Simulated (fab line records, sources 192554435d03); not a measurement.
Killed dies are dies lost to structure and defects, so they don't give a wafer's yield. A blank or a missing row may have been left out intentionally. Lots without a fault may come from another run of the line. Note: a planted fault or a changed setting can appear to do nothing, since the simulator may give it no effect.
Matching of chambers -- flow n5Finfet -- 4 sister chambers for N5_BEOL_M1_ALD_84 on aldMetal-04
The step deposits TaN, pulse time 2 s, purge time 3 s, co reactant purge time 2 s. 8 wafers are shown with their chamber, then 11 later ones without.

## WAFERS WITH THEIR CHAMBER
wafer,chamber,heaterPowerW (W)
L082.1,0,391
L084.1,1,379
L084.2,2,406
L084.3,3,372
L087.1,2,421
L087.2,0,393
L087.5,1,376
L086.3,3,384

## WAFERS WHOSE CHAMBER IS MISSING
wafer,heaterPowerW (W)
L086.4,410
L086.6,373
L089.1,382
L089.3,419
L089.4,386
L092.1,415
L092.2,378
L092.5,411
L096.1,424
L096.4,384
L096.5,423

## WHICH CHAMBER EACH ONE RAN IN
wafer,from the rows above,in truth
L086.4,2,2
L086.6,can't be placed: 1 or 3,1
L089.1,can't be placed: 3 or 1 or 0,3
L089.3,2,2
L089.4,can't be placed: 0 or 3 or 1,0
L092.1,2,2
L092.2,can't be placed: 3 or 1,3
L092.5,2,2
L096.1,2,2
L096.4,can't be placed: 3 or 1 or 0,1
L096.5,2,2
Correctly placed: 6 of 11. Not placeable from these rows: 5 (in 5, the candidates include the true chamber). Number placed wrongly: 0.
How it was worked out, from the rows above alone: a wafer's distance from a chamber is the root of the sum, over the readings, of the square of ((its reading less the chamber's mean) divided by the reading's scatter). The wafer belongs to the nearest chamber; if the next one is less than 2 further off, it can't be placed. The mean given for a chamber averages the wafers shown for that chamber. The scatter is the square root of a quotient: the sum, over the shown wafers, of each reading's squared deviation from its chamber's mean, divided by wafers minus chambers.
